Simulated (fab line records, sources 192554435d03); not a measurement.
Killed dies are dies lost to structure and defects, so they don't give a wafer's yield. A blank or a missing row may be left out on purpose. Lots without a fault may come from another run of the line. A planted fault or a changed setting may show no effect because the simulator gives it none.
Which tool did it? | flow n5_finfet | 24 lots, 72 wafers sampled, at 5 steps of a route of 1938

WHAT THE GAUGES READ, wafer by wafer
N5_BEOL_M11_INSPECT_30: inspects for defects (brightfield).
lot  | measured     | on                | raw_defect_count
L076 | day 11 22:31 | defect_inspect-01 | 363 376 528
L074 | day 12 02:16 | defect_inspect-01 | 366 356 321
L077 | day 12 05:53 | defect_inspect-01 | 397 425 499
L075 | day 12 06:04 | defect_inspect-02 | 418 369 410
L078 | day 13 02:00 | defect_inspect-02 | 401 457 483
L080 | day 13 07:02 | defect_inspect-01 | 417 360 422
L079 | day 13 07:05 | defect_inspect-01 | 593 488 431
L081 | day 13 07:07 | defect_inspect-01 | 317 323 432
L082 | day 13 16:26 | defect_inspect-02 | 756 404 468
L083 | day 14 11:20 | defect_inspect-01 | 469 449 548
L084 | day 14 18:46 | defect_inspect-02 | 367 679 576
L087 | day 14 23:13 | defect_inspect-01 | 353 407 353
L085 | day 15 00:45 | defect_inspect-02 | 385 643 475
L086 | day 15 01:21 | defect_inspect-02 | 337 368 282
L091 | day 16 06:37 | defect_inspect-02 | 394 316 404
L089 | day 16 09:22 | defect_inspect-01 | 457 296 410
L090 | day 16 09:32 | defect_inspect-01 | 346 393 620
L088 | day 16 09:35 | defect_inspect-01 | 348 298 309
L092 | day 16 09:37 | defect_inspect-01 | 336 355 335
L094 | day 16 23:00 | defect_inspect-02 | 487 494 631
L093 | day 16 23:14 | defect_inspect-02 | 637 429 511
L095 | day 17 09:02 | defect_inspect-01 | 460 545 460
L097 | day 17 16:49 | defect_inspect-02 | 455 474 614
L096 | day 17 21:25 | defect_inspect-01 | 334 282 289

N5_BEOL_M12_OVL_MEAS_11.
lot  | measured     | on         | V11_OVL (nm)
L076 | day 12 02:14 | overlay-02 | 7 5 1
L074 | day 12 07:25 | overlay-01 | 3 2 7
L077 | day 12 09:42 | overlay-01 | 4 7 3
L075 | day 12 10:29 | overlay-02 | 8 5 3
L078 | day 13 07:13 | overlay-02 | 4 6 8
L080 | day 13 12:37 | overlay-02 | 3 4 11
L079 | day 13 12:46 | overlay-01 | 6 -2 3
L081 | day 13 12:49 | overlay-02 | 6 7 9
L082 | day 13 20:56 | overlay-02 | 10 10 6
L083 | day 14 16:32 | overlay-02 | 6 10 14
L084 | day 14 22:45 | overlay-02 | 9 13 4
L087 | day 15 02:54 | overlay-02 | 9 12 10
L085 | day 15 06:03 | overlay-02 | 2 3 13
L086 | day 15 06:16 | overlay-01 | 3 6 5
L091 | day 16 11:52 | overlay-02 | 0 4 7
L089 | day 16 12:49 | overlay-02 | 20 15 14
L090 | day 16 13:12 | overlay-02 | 9 13 16
L088 | day 16 13:41 | overlay-01 | 8 0 2
L092 | day 16 13:58 | overlay-01 | 4 1 5
L094 | day 17 03:49 | overlay-01 | 3 8 5
L093 | day 17 05:05 | overlay-01 | 7 10 -2
L095 | day 17 13:03 | overlay-01 | 9 5 4
L097 | day 17 20:26 | overlay-02 | 3 2 4
L096 | day 18 01:01 | overlay-02 | 9 10 1

WHICH TOOL RAN EACH LOT (tool, then ch and the chambers of the sampled wafers, then the start)
lot  | N5_BEOL_M11_ETCH_66                | N5_BEOL_M11_CURE_72           | N5_BEOL_M12_ILD_DEP_00
L076 | rie_diel-01 ch 0,1,3, day 11 22:38 | uv_cure-01 ch 1, day 11 23:17 | pecvd-01 ch 0,1, day 12 01:38
L074 | rie_diel-01 ch 1,3, day 12 02:33   | uv_cure-01 ch 2, day 12 03:10 | pecvd-04 ch 1,2, day 12 06:58
L077 | rie_diel-05 ch 1,2,3, day 12 06:01 | uv_cure-01 ch 0, day 12 06:43 | pecvd-04 ch 0,1,2, day 12 09:14
L075 | rie_diel-02 ch 0,1,2, day 12 06:25 | uv_cure-02 ch 2, day 12 07:02 | pecvd-04 ch 0,2, day 12 10:01
L078 | rie_diel-02 ch 0,1,3, day 13 02:07 | uv_cure-02 ch 0, day 13 02:44 | pecvd-03 ch 0,1,2, day 13 06:38
L080 | rie_diel-01 ch 1,2,3, day 13 07:10 | uv_cure-02 ch 2, day 13 08:01 | pecvd-01 ch 0,2, day 13 12:02
L079 | rie_diel-05 ch 1,2, day 13 07:16   | uv_cure-01 ch 0, day 13 08:20 | pecvd-01 ch 1,2, day 13 12:18
L081 | rie_diel-05 ch 0,1,2, day 13 07:44 | uv_cure-02 ch 0, day 13 08:20 | pecvd-03 ch 0,1, day 13 12:20
L082 | rie_diel-05 ch 1,2, day 13 16:34   | uv_cure-01 ch 1, day 13 17:26 | pecvd-01 ch 0,1,2, day 13 20:20
L083 | rie_diel-01 ch 0,2,3, day 14 11:44 | uv_cure-02 ch 2, day 14 12:31 | pecvd-03 ch 0,1,2, day 14 16:05
L084 | rie_diel-02 ch 1,3, day 14 19:01   | uv_cure-02 ch 0, day 14 19:43 | pecvd-04 ch 0,1,2, day 14 22:17
L087 | rie_diel-02 ch 0,2,3, day 14 23:26 | uv_cure-01 ch 0, day 15 00:02 | pecvd-01 ch 0,1,2, day 15 02:26
L085 | rie_diel-05 ch 0,3, day 15 01:09   | uv_cure-01 ch 0, day 15 01:52 | pecvd-03 ch 1,2, day 15 05:28
L086 | rie_diel-05 ch 0,1,2, day 15 01:41 | uv_cure-01 ch 2, day 15 02:25 | pecvd-03 ch 0,1,2, day 15 05:48
L091 | rie_diel-02 ch 1,2,3, day 16 07:02 | uv_cure-02 ch 0, day 16 07:38 | pecvd-01 ch 1,2, day 16 11:21
L089 | rie_diel-05 ch 1,2,3, day 16 09:29 | uv_cure-03 ch 0, day 16 10:08 | pecvd-04 ch 1,2, day 16 12:13
L090 | rie_diel-01 ch 0,1, day 16 09:40   | uv_cure-01 ch 1, day 16 10:16 | pecvd-01 ch 1,2, day 16 12:41
L088 | rie_diel-02 ch 1,2, day 16 09:43   | uv_cure-02 ch 1, day 16 10:25 | pecvd-04 ch 0,1, day 16 13:06
L092 | rie_diel-01 ch 0,1,2, day 16 10:07 | uv_cure-01 ch 1, day 16 10:46 | pecvd-03 ch 1,2, day 16 13:22
L094 | rie_diel-01 ch 0,1,2, day 16 23:20 | uv_cure-03 ch 1, day 17 00:02 | pecvd-01 ch 1,2, day 17 03:14
L093 | rie_diel-05 ch 0,1,3, day 17 00:08 | uv_cure-02 ch 1, day 17 00:44 | pecvd-01 ch 1,2, day 17 04:37
L095 | rie_diel-02 ch 0,2,3, day 17 09:09 | uv_cure-01 ch 2, day 17 09:48 | pecvd-01 ch 0,2, day 17 12:35
L097 | rie_diel-01 ch 1,2,3, day 17 16:56 | uv_cure-02 ch 0, day 17 17:43 | pecvd-01 ch 0,2, day 17 19:58
L096 | rie_diel-02 ch 0,1,2, day 17 21:32 | uv_cure-01 ch 1, day 17 22:14 | pecvd-03 ch 0,2, day 18 00:32
- N5_BEOL_M11_ETCH_66: etches SOC in N2/H2, target depth 120 nm, overetch 24 nm, time 180 s.
- N5_BEOL_M11_CURE_72: cures SiCOH lowk, time 120 s.
- N5_BEOL_M12_ILD_DEP_00: deposits SiOC from DEMS/O2, target thk 658.92 nm, time 130.7 s.

WHAT THE TOOLS THEMSELVES READ (means of the sampled wafers that have a number; where no wafer has one, the mark that the record gives instead)
N5_BEOL_M11_ETCH_66.
lot  | tool        | drypump_motor_current_A (A) | n2_flow_sccm (sccm) | oes_product_au (a.u.) | rf_vpp_V (V) | showerhead_plenum_p_Torr (Torr) | throttle_valve_pct (%)
L076 | rie_diel-01 | 6.0                         | 199.7               | 0.69                  | 525.1        | 2.59                            | 17.92
L074 | rie_diel-01 | 5.8                         | 199.4               | 0.69                  | 525.0        | 2.58                            | 17.79
L077 | rie_diel-05 | 5.6                         | 199.9               | 0.65                  | 523.2        | 2.50                            | 17.67
L075 | rie_diel-02 | 5.8                         | 200.5               | 0.62                  | 524.7        | 2.58                            | 17.91
L078 | rie_diel-02 | 5.8                         | 199.7               | 0.66                  | 525.6        | 2.64                            | 17.91
L080 | rie_diel-01 | 5.8                         | 200.2               | 0.70                  | 525.9        | 2.62                            | 17.73
L079 | rie_diel-05 | 5.4                         | 199.7               | 0.58                  | 521.1        | 2.44                            | 17.70
L081 | rie_diel-05 | 5.7                         | 200.1               | 0.58                  | 523.4        | 2.51                            | 17.86
L082 | rie_diel-05 | 5.7                         | 199.3               | 0.59                  | 522.8        | 2.48                            | 17.74
L083 | rie_diel-01 | 6.0                         | 199.6               | 0.68                  | 525.5        | 2.60                            | 17.83
L084 | rie_diel-02 | 6.1                         | 200.2               | 0.68                  | 526.8        | 2.65                            | 17.76
L087 | rie_diel-02 | 6.0                         | 199.9               | 0.68                  | 524.6        | 2.60                            | 17.86
L085 | rie_diel-05 | 5.9                         | 199.5               | 0.75                  | 525.4        | 2.59                            | 17.66
L086 | rie_diel-05 | 5.7                         | 199.7               | 0.65                  | 522.9        | 2.50                            | 17.73
L091 | rie_diel-02 | 6.1                         | 200.1               | 0.70                  | 524.9        | 2.59                            | 17.65
L089 | rie_diel-05 | 5.6                         | 200.3               | 0.62                  | 522.1        | 2.49                            | 17.73
L090 | rie_diel-01 | 6.1                         | 200.4               | 0.66                  | 524.3        | 2.59                            | 18.10
L088 | rie_diel-02 | 5.9                         | 199.8               | 0.70                  | 525.1        | 2.56                            | 17.58
L092 | rie_diel-01 | 6.0                         | 200.1               | 0.68                  | 525.6        | 2.62                            | 17.89
L094 | rie_diel-01 | 6.0                         | 200.0               | 0.67                  | 525.6        | 2.61                            | 17.90
L093 | rie_diel-05 | 6.0                         | 200.0               | 0.68                  | 524.1        | 2.56                            | 17.75
L095 | rie_diel-02 | 6.0                         | 199.5               | 0.66                  | 525.1        | 2.60                            | 17.90
L097 | rie_diel-01 | 5.8                         | 200.0               | 0.67                  | 525.4        | 2.60                            | 17.78
L096 | rie_diel-02 | 5.8                         | 199.2               | 0.65                  | 525.3        | 2.56                            | 17.84

N5_BEOL_M11_CURE_72.
lot  | tool       | lamp_power_pct (%) | wafer_temp_C_max
L076 | uv_cure-01 | 52.22              | 371.9
L074 | uv_cure-01 | 52.32              | 370.9
L077 | uv_cure-01 | 52.28              | 371.6
L075 | uv_cure-02 | 52.35              | 371.4
L078 | uv_cure-02 | 52.36              | 372.0
L080 | uv_cure-02 | 52.32              | 371.5
L079 | uv_cure-01 | 52.31              | 371.3
L081 | uv_cure-02 | 52.35              | 372.2
L082 | uv_cure-01 | 52.35              | 372.1
L083 | uv_cure-02 | 52.32              | 371.7
L084 | uv_cure-02 | 52.31              | 372.4
L087 | uv_cure-01 | 52.32              | 371.2
L085 | uv_cure-01 | 52.35              | 371.6
L086 | uv_cure-01 | 52.28              | 371.0
L091 | uv_cure-02 | 52.31              | 372.2
L089 | uv_cure-03 | 52.31              | 370.3
L090 | uv_cure-01 | 52.29              | 372.0
L088 | uv_cure-02 | 52.31              | 371.9
L092 | uv_cure-01 | 52.30              | 372.4
L094 | uv_cure-03 | 52.27              | 371.7
L093 | uv_cure-02 | 52.31              | 371.8
L095 | uv_cure-01 | 52.31              | 371.0
L097 | uv_cure-02 | 52.30              | 372.5
L096 | uv_cure-01 | 52.29              | 371.7

N5_BEOL_M12_ILD_DEP_00.
lot  | tool     | heater_power_w (W) | showerhead_plenum_p_Torr (Torr) | throttle_valve_pct (%)
L076 | pecvd-01 | 511                | 5.729                           | 11.5
L074 | pecvd-04 | 423                | 5.698                           | 12.0
L077 | pecvd-04 | 458                | 5.690                           | 11.7
L075 | pecvd-04 | 491                | 5.695                           | 11.3
L078 | pecvd-03 | 500                | 5.711                           | 12.5
L080 | pecvd-01 | 583                | 5.709                           | 11.4
L079 | pecvd-01 | 517                | 5.708                           | 11.8
L081 | pecvd-03 | 564                | 5.712                           | 13.2
L082 | pecvd-01 | 558                | 5.700                           | 11.5
L083 | pecvd-03 | 582                | 5.707                           | 12.6
L084 | pecvd-04 | 471                | 5.691                           | 12.0
L087 | pecvd-01 | 533                | 5.706                           | 11.6
L085 | pecvd-03 | 603                | 5.721                           | 12.0
L086 | pecvd-03 | 576                | 5.706                           | 12.6
L091 | pecvd-01 | 475                | 5.709                           | 11.8
L089 | pecvd-04 | 421                | 5.690                           | 12.5
L090 | pecvd-01 | 622                | 5.692                           | 11.7
L088 | pecvd-04 | 462                | 5.685                           | 11.9
L092 | pecvd-03 | 612                | 5.718                           | 11.5
L094 | pecvd-01 | 592                | 5.698                           | 11.6
L093 | pecvd-01 | 466                | 5.711                           | 11.8
L095 | pecvd-01 | 529                | 5.701                           | 11.4
L097 | pecvd-01 | 582                | 5.704                           | 11.5
L096 | pecvd-03 | 601                | 5.703                           | 13.2

THE ANSWER, worked out from the rows above alone
Rule: what is usual is taken from the lots themselves. Put in order of their means at a reading, lots are off if they are a third of the lots or fewer, leave a main group of 4 or more, and stand apart from it by a gap of 3 or more times the standard deviation of the main group's means; of several such gaps the widest counts. A main group whose means are all the same, to the digits that the tables above print for the reading, isn't used. A lot without any number at a reading at which 4 lots or more have one is off too. The other lots that the step has rows for count as sound. The gauges are gone through in route order, then the tools' own readings, and for those a lot's mean is taken as printed above. The first step at which some lot is off is used, and at that step the reading that is off furthest; a lot without a number counts as furthest.
No lot is off at any reading shown: from this, nothing can be told.

WHAT THE SIMULATOR HAD PUT IN
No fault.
